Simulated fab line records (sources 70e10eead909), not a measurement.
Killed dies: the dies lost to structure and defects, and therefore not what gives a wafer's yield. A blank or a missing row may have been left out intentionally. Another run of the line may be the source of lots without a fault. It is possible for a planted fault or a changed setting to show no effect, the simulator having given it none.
One fault seen from 2 desks	flow nandHarc	only its own numbers are on each desk; what lay behind them is given at the end

## DESK OF THE TOOL OWNER: rieDiel-11
The tool's own readings at NHARC_A_CONTACT_ETCH_78 (etches the open film in O2/COS, target depth 2800 nm, time 728 s): means of the sampled wafers that have a number, for each lot that ran on this tool. Any lot whose mean is over 4 standard deviations away from the usual mean is out of limits and marked OUT; that distance is given in the brackets.
Columns: A = drypumpMotorCurrentA at NHARC_A_CONTACT_ETCH_78, usual 6.0 A; B = oesProductAu at NHARC_A_CONTACT_ETCH_78, usual 1.002 a.u.; C = rfVppV at NHARC_A_CONTACT_ETCH_78, usual 314.0 V; D = showerheadPlenumPTorr at NHARC_A_CONTACT_ETCH_78, usual 3.12 Torr; E = throttleValvePct at NHARC_A_CONTACT_ETCH_78, usual 28.331 %
lot	first seen here	A	B	C	D	E
L214	day 18 07:00	6.0	1.009	312.9	3.06	28.320
L216	day 18 21:54	5.8	0.999	315.7	3.19	28.330
L221	day 19 13:46	5.9	0.988	313.6	3.07	28.326
L231	day 21 22:59	5.8	1.009	313.1	3.06	28.321
This desk's finding: nothing out of limits on any of the 4 lots.

## AT THE METROLOGY DESK
What the gauges read for every lot (on any tool): the sampled wafers with a number, averaged. Any lot whose mean is over 4 standard deviations away from the usual mean is out of limits and marked OUT; that distance is given in the brackets.
Columns: A = thkNm at NHARC_A_BONDPAD_THK_MEAS_30, usual 199.7 nm; B = overlayXNm at NHARC_A_BONDPAD_OVL_MEAS_35, usual 1 nm; C = overlayYNm at NHARC_A_BONDPAD_OVL_MEAS_35, usual 0 nm
lot	first seen here	A	B	C
L208	day 18 05:22	199.7	4	-2
L211	day 18 17:41	199.8	-2	2
L209	day 18 17:42	202.4	2	1
L212	day 18 21:39	198.7	2	-1
L210	day 18 21:53	200.7	6	5
L214	day 19 18:47	200.8	5	12
L216	day 20 00:31	200.5	7	-16
L217	day 20 00:53	199.8	-2	-7
L221	day 20 19:01	199.3	5	9
L224	day 21 15:04	199.1	9	-5
L225	day 22 12:12	200.5	6	-15
L230	day 22 23:25	200.7	0	1
L231	day 23 00:50	199.5	0	4
This desk's finding: nothing out of limits on any of the 13 lots.

## TAKEN TOGETHER
Nothing out of limits was seen by the tool owner's desk.
From the metrology desk's view, nothing was out of limits.

## WHAT HAD BEEN PUT IN BY THE SIMULATOR
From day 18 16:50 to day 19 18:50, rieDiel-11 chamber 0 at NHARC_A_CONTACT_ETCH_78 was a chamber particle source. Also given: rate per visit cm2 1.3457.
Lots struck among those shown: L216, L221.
